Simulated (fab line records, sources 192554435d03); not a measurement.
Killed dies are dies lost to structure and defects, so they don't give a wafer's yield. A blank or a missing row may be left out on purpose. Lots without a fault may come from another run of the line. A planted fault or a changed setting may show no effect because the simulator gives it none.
fab line records | flow n5_finfet
record lots=6 wafers=18 last_day=19
route steps=1938 shown DUMMY_GATE@250 SPACER0@258 SD_EPI_N@262 BEOL_M4@1111 PASSIVATION@1936
lots that met no fault: from a run of the same line without faults
start_h: hours from the record's first day to the start of the lot's first wafer shown | wait_h: hours since the lot's step before | " the same as in the row above | L1.1+2: a row that stands for several wafers | - no value, or no start given | * or withheld: withheld | < > ~ a bound
route shown NAME@n: a module of which the file shows steps, and the number in the route of the first | usual: mean/standard deviation of fault-free wafers | same: alike in all rows | chamber/n: place in a boat | sites: the reading at each site | _std_site: their standard deviation | _edge_site: outer sites' mean less inner sites' | radius_mm: how far each site lies from the wafer's centre | mask NAME#n: copy n | behind: the tool/chamber that last shaped the wafer | hold: why the lot was held/for how many hours/how that ended | device: the transistor (n, p or np) that didn't switch | end of line: the same wafers' tests at the end of the route | a step without rows: its recipe alone | killed: dies lost to structure and defects at the first sort, not the wafer's yield | map: a wafer's dies, x killed, . not, _ none there
set.NAME: the setting as run; set.NAME@STEP: as run at that earlier step | model.NAME: the simulator's own value behind a step, which no gauge read
lots at some steps of the route; a table a step, a row a wafer
services: from which hour (start_h, from the record's first day; less than 0 if before it) a tool's chamber was out of use, for how many hours, and why
## steps
# step N5_DUMMY_GATE_ETCH_42
# recipe chemistry=CHF3/O2 target=SiO2 target_depth_a=35 time_s=31 ion_energy_ev=30 bias_w=12 pressure_mtorr=30 source_w=600 Ar_flow_sccm=200 CHF3_flow_sccm=50 O2_flow_sccm=5
# usual drypump_motor_current_A=5.7/0.4 mfc_ar_sccm=200.1/0.62 oes_f_703_au=0.78/0.078 oes_o_777_au=0.78/0.078 oes_product_au=0.78/0.084 rf_vpp_V=42.4/0.85 showerhead_plenum_p_Torr=2.39/0.074 throttle_valve_pct=18.85/0.18
# columns lot.wafer tool chamber start_h wait_h drypump_motor_current_A mfc_ar_sccm oes_f_703_au oes_o_777_au oes_product_au rf_hours_counter_h rf_vpp_V showerhead_plenum_p_Torr throttle_valve_pct
L110.1 rie_diel-03 1 47.42 0.0 5.8 199.6 0.76 0.76 0.77 141 42.9 2.42 19.08
L110.3 " 2 " " 5.7 200.2 0.72 0.73 0.72 166 42.3 2.32 18.89
L110.4 " 3 " " 5.5 199.3 0.74 0.74 0.74 137 42.7 2.52 18.88
L112.3 rie_diel-02 2 61.70 0.0 6.1 200.6 0.92 0.91 0.92 27 42.6 2.37 18.76
L112.5 " 0 " " 4.8 200.2 0.71 0.72 0.70 - 43.1 2.47 19.03
L112.6 " 3 " " 5.9 201.0 0.78 0.78 0.77 - 41.1 2.32 18.63
L118.2 rie_diel-02 1 98.52 0.1 5.6 200.1 0.78 0.78 0.77 139 40.9 2.32 18.97
L118.5 " 2 " " 6.0 200.6 0.90 0.89 0.89 - 42.0 2.36 18.77
L118.6 " 1 " " 5.6 199.7 0.78 0.78 0.77 - 41.6 2.32 18.97
L122.2 rie_diel-02 1 124.45 0.0 5.6 200.1 0.78 0.77 0.77 143 43.0 2.31 18.97
L122.3 " 3 " " 5.9 199.5 0.77 0.76 0.75 165 42.0 2.31 18.68
L122.5 " 1 " " 5.6 200.7 0.77 0.77 0.77 - 43.5 2.31 18.97
L131.3 rie_diel-02 2 213.98 0.2 6.0 201.1 0.85 0.86 0.86 66 42.7 2.35 18.80
L131.5 " 3 " " 5.9 199.5 0.74 0.75 0.74 - 42.7 2.30 18.70
L131.6 " 2 " " 6.1 200.1 0.85 0.85 0.85 - 43.4 2.35 18.82
L132.4 rie_diel-05 2 214.40 0.2 6.2 201.3 0.95 0.95 0.96 - 43.9 2.37 18.75
L132.5 " 3 " " 6.4 200.2 0.78 0.75 0.76 - 43.5 2.41 19.08
L132.6 " 0 " " 5.8 200.0 0.69 0.69 0.69 - 40.0 2.39 18.65
# step N5_DUMMY_GATE_STRIP_48
# recipe chemistry=N2/H2 time_s=20 power_w=100 temp_c=40 pressure_mtorr=100 rf_frequency_hz=6e+07 bias_power_w=3 n2_flow_sccm=300 h2_flow_sccm=300
# usual drypump_motor_current_A=5.7/0.4 oes_product_au=0.78/0.085 rf_vpp_V=45.3/0.87 showerhead_plenum_p_Torr=3.35/0.1 throttle_valve_pct=12.30/0.2
# columns lot.wafer tool chamber start_h wait_h drypump_motor_current_A oes_product_au rf_hours_counter_h rf_vpp_V showerhead_plenum_p_Torr throttle_valve_pct
L110.1 rie_diel-03 1 47.47 0.0 5.8 0.77 141 44.9 3.38 12.54
L110.3 " 2 " " 5.7 0.73 166 45.3 3.24 12.28
L110.4 " 3 " " 5.6 0.74 137 45.4 3.52 12.24
L112.3 rie_diel-02 2 61.75 0.0 6.1 0.93 27 44.4 3.31 12.03
L112.5 " 0 " " 4.8 0.71 - 46.4 3.47 12.55
L112.6 " 3 " " 5.9 0.76 - 45.1 3.26 12.21
L118.2 rie_diel-02 1 98.57 0.0 5.6 0.77 139 45.4 3.25 12.39
L118.5 " 2 " " 6.1 0.89 - 45.4 3.30 12.09
L118.6 " 1 " " 5.6 0.76 - 43.8 3.25 12.41
L122.2 rie_diel-02 1 124.50 0.0 5.6 0.76 143 46.0 3.25 12.42
L122.3 " 3 " " 5.9 0.74 165 45.9 3.24 12.27
L122.5 " 1 " " 5.6 0.76 - 44.3 3.25 12.44
L131.3 rie_diel-02 2 214.02 0.0 6.1 0.85 66 46.3 3.29 12.14
L131.5 " 3 " " 5.9 0.72 - 45.1 3.23 12.31
L131.6 " 2 " " 6.1 0.86 - 45.5 3.29 12.14
L132.4 rie_diel-05 2 214.45 0.0 6.2 0.96 - 44.3 3.32 11.94
L132.5 " 3 " " 6.4 0.76 - 46.3 3.36 12.46
L132.6 " 0 " " 5.8 0.69 - 45.0 3.33 12.21
# step N5_DUMMY_GATE_PRECLEAN_33
# recipe chemistry=dHF time_s=10 dilution=750:1 temp_c=25
# step N5_DUMMY_GATE_PRECLEAN_25
# recipe chemistry=O3/DIW time_s=45 temp_c=22 o3_ppm=10
# step N5_DUMMY_GATE_PRECLEAN_51
# recipe chemistry=SC2 time_s=45 temp_c=35 mix=1:1:50
# step N5_DUMMY_GATE_SRD_26
# recipe dry=ipa_marangoni time_s=30 temp_c=23 rinse_liquid=diw
# step N5_DUMMY_GATE_UV_OZONE_45
# recipe time_s=120 pressure_torr=760 temp_c=25
# step N5_DUMMY_GATE_INSPECT_27
# recipe inspect_instrument=brightfield mode=aei
# usual raw_defect_count=296/76
# columns lot.wafer tool chamber start_h wait_h raw_defect_count
L110.1 defect_inspect-02 - 47.66 0.0 196
L110.3 " - " " 306
L110.4 " - " " 244
L112.3 defect_inspect-01 - 61.94 0.0 367
L112.5 " - " " 339
L112.6 " - " " 409
L118.2 defect_inspect-02 - 98.76 0.0 408
L118.5 " - " " 237
L118.6 " - " " 303
L122.2 defect_inspect-01 - 124.69 0.0 374
L122.3 " - " " 378
L122.5 " - " " 359
L131.3 defect_inspect-02 - 214.21 0.0 275
L131.5 " - " " 346
L131.6 " - " " 377
L132.4 defect_inspect-02 - 214.61 0.0 307
L132.5 " - " " 320
L132.6 " - " " 263
# step N5_SPACER0_ALD_07
# recipe material=SiNx target_thk_a=20 temp_c=400 ald_precursor_family=SiH2I2 ald_co_reactant=N2/H2-plasma pressure_torr=2
# usual heater_power_w=840/100
# columns lot.wafer tool chamber start_h wait_h heater_power_w since_wet_clean_h
L110.1 ald_sin-03 0 48.38 0.7 825 40
L110.3 " 3 " " 691 40
L110.4 " 1 " " 829 40
L112.3 ald_sin-04 1 61.98 0.0 872 160
L112.5 " 3 " " 932 -
L112.6 " 0 " " 700 -
L118.2 ald_sin-03 3 98.79 0.0 710 91
L118.5 " 0 " " 806 -
L118.6 " 1 " " 843 -
L122.2 ald_sin-02 2 124.72 0.0 762 312
L122.3 " 0 " " 803 312
L122.5 " 2 " " 765 -
L131.3 ald_sin-02 3 214.25 0.0 805 24
L131.5 " 3 " " 798 -
L131.6 " 0 " " 772 -
L132.4 ald_sin-04 3 214.65 0.0 967 312
L132.5 " 0 " " 715 -
L132.6 " 1 " " 874 -
# step N5_SPACER0_ALD_00
# recipe material=SiOCN target_thk_a=35 temp_c=400 ald_precursor_family=alkyl-aminosilane ald_co_reactant=O2/N2-plasma pulse_time_s=3 purge_time_s=2 co_reactant_purge_time_s=2 ald_cycles=58 pressure_torr=2
# usual heater_power_w=840/97 precursor_pulse_height_rel=0.997/0.02
# same co_reactant_purge_time_s=2
# columns lot.wafer tool chamber start_h wait_h heater_power_w precursor_pulse_height_rel since_wet_clean_h
L110.1 ald_sin-03 0 48.53 0.1 820 1.027 40
L110.3 " 3 " " 696 0.984 40
L110.4 " 1 " " 834 1.019 40
L112.3 ald_sin-04 1 62.13 0.1 859 1.014 160
L112.5 " 3 " " 950 0.986 -
L112.6 " 0 " " 719 1.019 -
L118.2 ald_sin-03 3 98.95 0.1 717 0.999 91
L118.5 " 0 " " 822 0.988 -
L118.6 " 1 " " 809 0.984 -
L122.2 ald_sin-02 2 124.88 0.1 736 1.041 312
L122.3 " 0 " " 793 0.968 312
L122.5 " 2 " " 758 0.989 -
L131.3 ald_sin-02 3 214.40 0.1 832 0.989 24
L131.5 " 3 " " 819 0.991 -
L131.6 " 0 " " 775 0.968 -
L132.4 ald_sin-04 3 214.80 0.1 978 1.060 313
L132.5 " 0 " " 705 1.002 -
L132.6 " 1 " " 869 1.003 -
# step N5_SPACER0_ALD_08
# recipe material=SiNx target_thk_a=20 temp_c=400 ald_precursor_family=SiH2I2 ald_co_reactant=N2/H2-plasma pressure_torr=2
# usual heater_power_w=840/96
# columns lot.wafer tool chamber start_h wait_h heater_power_w since_wet_clean_h
L110.1 ald_sin-03 0 48.79 0.1 792 41
L110.3 " 3 " " 709 41
L110.4 " 1 " " 859 41
L112.3 ald_sin-04 1 62.39 0.1 857 160
L112.5 " 3 " " 945 -
L112.6 " 0 " " 738 -
L118.2 ald_sin-03 3 99.20 0.1 694 91
L118.5 " 0 " " 821 -
L118.6 " 1 " " 860 -
L122.2 ald_sin-02 2 125.13 0.1 763 312
L122.3 " 0 " " 772 312
L122.5 " 2 " " 778 -
L131.3 ald_sin-02 3 214.66 0.1 832 24
L131.5 " 3 " " 816 -
L131.6 " 0 " " 783 -
L132.4 ald_sin-04 3 215.06 0.1 971 313
L132.5 " 0 " " 723 -
L132.6 " 1 " " 873 -
# step N5_SPACER0_INSPECT_04
# recipe inspect_instrument=darkfield mode=post_dep
# usual raw_defect_count=136/33
# columns lot.wafer tool chamber start_h wait_h raw_defect_count
L110.1 defect_inspect-02 - 48.95 0.1 94
L110.3 " - " " 148
L110.4 " - " " 116
L112.3 defect_inspect-02 - 62.54 0.1 168
L112.5 " - " " 137
L112.6 " - " " 199
L118.2 defect_inspect-02 - 99.36 0.1 156
L118.5 " - " " 100
L118.6 " - " " 129
L122.2 defect_inspect-01 - 125.50 0.3 188
L122.3 " - " " 170
L122.5 " - " " 165
L131.3 defect_inspect-01 - 214.82 0.1 111
L131.5 " - " " 186
L131.6 " - " " 141
L132.4 defect_inspect-02 - 215.21 0.1 128
L132.5 " - " " 193
L132.6 " - " " 115
# step N5_SD_EPI_N_COAT_32
# recipe resist=SOC temp_c=250 time_s=60 spin_rpm=1500 resist_thk_nm=350
# usual heater_power_total_W=500.3/1.7 resist_line_temp_C=22.98/0.094 spin_speed_rpm=1499.7/0.98
# columns lot.wafer tool chamber start_h wait_h heater_power_total_W resist_line_temp_C spin_speed_rpm model.SOC_of_SD_EPI_N_COAT_32.thk_nm
L110.1 litho_track-05 0 48.98 0.0 502.3 22.91 1499.0 350.8
L110.3 " 0 " " 502.5 22.97 1501.2 350.8
L110.4 " 0 " " 503.3 22.96 1500.0 351.2
L112.3 litho_track-02 0 62.58 0.0 501.9 23.00 1500.6 351
L112.5 " 0 " " 497.6 23.05 1502.0 352.6
L112.6 " 0 " " 501.4 22.91 1500.0 351.6
L118.2 litho_track-02 0 99.39 0.0 503.3 22.85 1636.6 335.6
L118.5 " 0 " " 498.9 22.92 1637.1 335.2
L118.6 " 0 " " 502.1 23.12 1636.9 336
L122.2 litho_track-02 0 125.53 0.0 503.3 23.00 1636.3 335.6
L122.3 " 0 " " 497.4 22.88 1636.9 336
L122.5 " 0 " " 503.1 22.99 1635.5 336
L131.3 litho_track-05 0 214.85 0.0 502.0 22.92 1501.9 350.8
L131.5 " 0 " " 501.7 22.75 1500.7 351.8
L131.6 " 0 " " 502.3 22.94 1498.8 351.6
L132.4 litho_track-03 0 215.25 0.0 497.5 22.90 1499.7 352.2
L132.5 " 0 " " 501.6 23.00 1498.5 352
L132.6 " 0 " " 503.4 23.02 1500.2 352.2
# step N5_SD_EPI_N_COAT_33
# recipe resist=SiARC temp_c=220 time_s=60 spin_rpm=1500 resist_thk_nm=35
# step N5_BEOL_M4_RC_MEAS_101
# usual DIBL_N=36.5/1.2 DIBL_P=36.5/1.6 IOFF_N=0.162/0.023 IOFF_P=0.221/0.03 ION_N=678/8 ION_P=466/6.3 SS_N=71.6/0.46 SS_P=73.3/0.57 VT_N=249.2/2.6 VT_P=-249/3.3
# columns lot.wafer tool chamber start_h wait_h DIBL_N[mV/V] DIBL_P[mV/V] IOFF_N[nA/um] IOFF_P[nA/um] ION_N[uA/um] ION_P[uA/um] SS_N[mV/dec] SS_P[mV/dec] VT_N[mV] VT_P[mV]
L110.1 prober-02 0 183.65 0.2 36.7 34.6 0.143 0.196 678 464 71.0 73.4 248.6 -251
L110.3 " 0 " " 37.6 35.5 0.163 0.217 678 467 72.2 73.2 249.7 -251
L110.4 " 0 " " 38.1 36.1 0.178 0.223 683 469 71.6 73.8 248.2 -249
L112.3 prober-02 0 242.90 0.7 34.9 34.3 0.117 0.179 663 461 70.9 73.0 256.9 -254
L112.5 " 0 " " 36.3 36.4 0.145 0.200 669 463 71.2 73.1 251.3 -253
L112.6 " 0 " " 36.0 36.1 0.139 0.198 678 465 71.0 73.7 251.1 -252
L118.2 prober-02 0 257.49 0.2 36.9 37.1 0.175 0.222 688 464 71.4 73.4 249.1 -249
L118.5 " 0 " " 36.6 37.1 0.172 0.214 688 464 71.4 73.7 248.2 -254
L118.6 " 0 " " 36.4 36.7 0.159 0.211 670 462 71.0 73.2 250.0 -252
L122.2 prober-02 0 290.19 0.2 35.9 34.8 0.150 0.224 678 462 71.0 73.1 249.4 -245
L122.3 " 0 " " 37.8 37.7 0.188 0.274 684 474 72.2 73.4 244.4 -243
L122.5 " 0 " " 37.1 36.9 0.181 0.263 682 472 72.4 73.9 244.9 -245
L132.4 prober-02 0 358.34 0.5 36.3 35.3 0.180 0.254 690 472 71.7 74.0 247.8 -244
L132.5 " 0 " " 33.5 32.8 0.139 0.205 685 474 71.1 72.4 250.6 -247
L132.6 " 0 " " 36.1 35.2 0.184 0.261 698 475 71.4 72.7 244.3 -243
L131.3 prober-02 0 361.84 0.3 35.3 34.2 0.128 0.175 664 456 70.1 72.8 250.6 -257
L131.5 " 0 " " 36.8 36.3 0.149 0.200 668 463 71.1 72.9 251.3 -252
L131.6 " 0 " " 36.7 36.7 0.161 0.210 683 465 71.8 73.6 251.0 -253
# step N5_PASSIVATION_PROBE_49
# usual defect_limited_yield=91.2/1.3 killed_at_M0_to_M3=34/9.2 killed_at_M4_up=14/5 killed_at_contacts=13/6.7 killed_at_front_end=39/12 killed_at_other=4/3.3 killed_dies=104/15 killed_open=68/12 killed_short=34/7.5 sort_bin_5_function=5.2/0.87 sort_bin_6_memory=3.3/0.63 sort_n_pass=1076/15 sort_yield_pct=91.2/1.3
# same gross_dies=1180 killed_at_back_side=0 sort_bin_4_leakage[%]=0 sort_bin_8_speed[%]=0
# columns lot.wafer tool chamber start_h wait_h defect_limited_yield[%] killed_at_M0_to_M3 killed_at_M4_up killed_at_contacts killed_at_front_end killed_at_other killed_dies killed_open killed_short sort_bin_5_function[%] sort_bin_6_memory[%] sort_n_pass sort_yield_pct[%]
L118.2 prober-01 - 360.95 0.1 92.4 27 20 6 29 8 90 61 28 4.6 2.8 1090 92.4
L122.2 prober-02 - 392.55 0.1 92.3 38 13 8 30 2 91 62 29 4.4 3.1 1089 92.3
L122.3 prober-02 - 392.60 0.1 90.8 40 14 10 41 3 108 75 33 5.8 2.8 1072 90.8
L122.5 prober-02 - 392.70 0.2 90.2 40 19 5 49 3 116 87 29 6.0 3.7 1064 90.2
# killed by level:class
L118.2 BEOL_M2:geometric_particle:open=8 BEOL_M3:geometric_particle:open=7 DUMMY_GATE:geometric_particle:open=6 MOL_CONTACT_COAG:geometric_particle:open=5 STI_FIN_REVEAL:geometric_particle:open=5 BEOL_M7:geometric_particle:open=5 FIN_SAQP:geometric_particle:short=4 GATE_CUT:geometric_particle:short=4
L122.2 BEOL_M0_SAQP:geometric_particle:short=11 BEOL_M3:geometric_particle:open=11 STI_FIN_REVEAL:geometric_particle:open=7 MOL_CONTACT_COAG:geometric_particle:open=7 BEOL_M5:geometric_particle:open=7 BEOL_M0_SAQP:geometric_particle:open=6 DUMMY_GATE:geometric_particle:open=5 BEOL_M1:geometric_particle:open=5
L122.3 FIN_SAQP:geometric_particle:open=10 BEOL_M0_SAQP:geometric_particle:open=10 STI_FIN_REVEAL:geometric_particle:open=9 BEOL_M0_SAQP:geometric_particle:short=9 MOL_CONTACT_COAG:geometric_particle:open=9 BEOL_M1:geometric_particle:open=8 BEOL_M0:geometric_particle:open=5 BEOL_M4:geometric_particle:open=5
L122.5 FIN_SAQP:geometric_particle:open=19 BEOL_M3:geometric_particle:open=15 BEOL_M5:geometric_particle:open=11 BEOL_M0_SAQP:geometric_particle:open=8 BEOL_M0_SAQP:geometric_particle:short=7 DUMMY_GATE:geometric_particle:open=6 STARTING-WAFER:geometric_particle:short=6 STI_FIN_REVEAL:geometric_particle:open=5
## services
# columns tool chamber start_h hours kind
ald_sin-02 - 39.40 3.0 repair
ald_sin-04 - 43.15 6.0 pm
rie_diel-02 0 44.84 6.4 repair
ald_sin-04 - 64.17 2.8 pm
rie_diel-05 3 93.94 21.0 repair
rie_diel-02 1 107.68 15.5 repair
rie_diel-02 2 107.69 2.9 repair
ald_sin-02 3 111.52 6.2 repair
ald_sin-04 0 123.95 17.5 repair
ald_sin-04 - 136.29 55.4 repair
rie_diel-02 - 151.09 15.6 pm
rie_diel-05 - 153.22 28.1 pm
ald_sin-02 - 165.33 2.0 repair
rie_diel-02 0 173.56 - clean
rie_diel-02 0 173.56 - consumable_replace:focus_ring
rie_diel-02 0 173.56 25.7 scheduled_down
rie_diel-02 0 173.56 25.7 vent_cycle
ald_sin-02 - 176.75 14.0 pm
ald_sin-02 0 176.75 14.0 vent_cycle
rie_diel-05 3 189.24 1.3 repair
ald_sin-03 2 192.27 10.3 repair
ald_sin-03 0 200.89 22.9 repair
rie_diel-05 - 207.38 2.6 repair
rie_diel-05 1 213.83 14.7 repair
## key
first_sign step=N5_SD_EPI_N_COAT_32 reading=spin_speed_rpm direction=up sigmas=99+ usual=* struck=*
effect none on later readings
model_effect step=N5_SD_EPI_N_COAT_32 value=SOC_of_SD_EPI_N_COAT_32.thk_nm without=350.8 struck=335.7
met_at N5_SD_EPI_N_COAT_32
struck_wafers L118.2,L118.5,L118.6,L122.2,L122.3,L122.5
onset_between 62.58 99.39
fault kind=process_parameter_drift tool=litho_track-02 chamber=- onset_h=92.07 steps=N5_SD_EPI_N_COAT_32 channel=spin_rpm offset=* shape=step end_h=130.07 acts_in=* stated=*
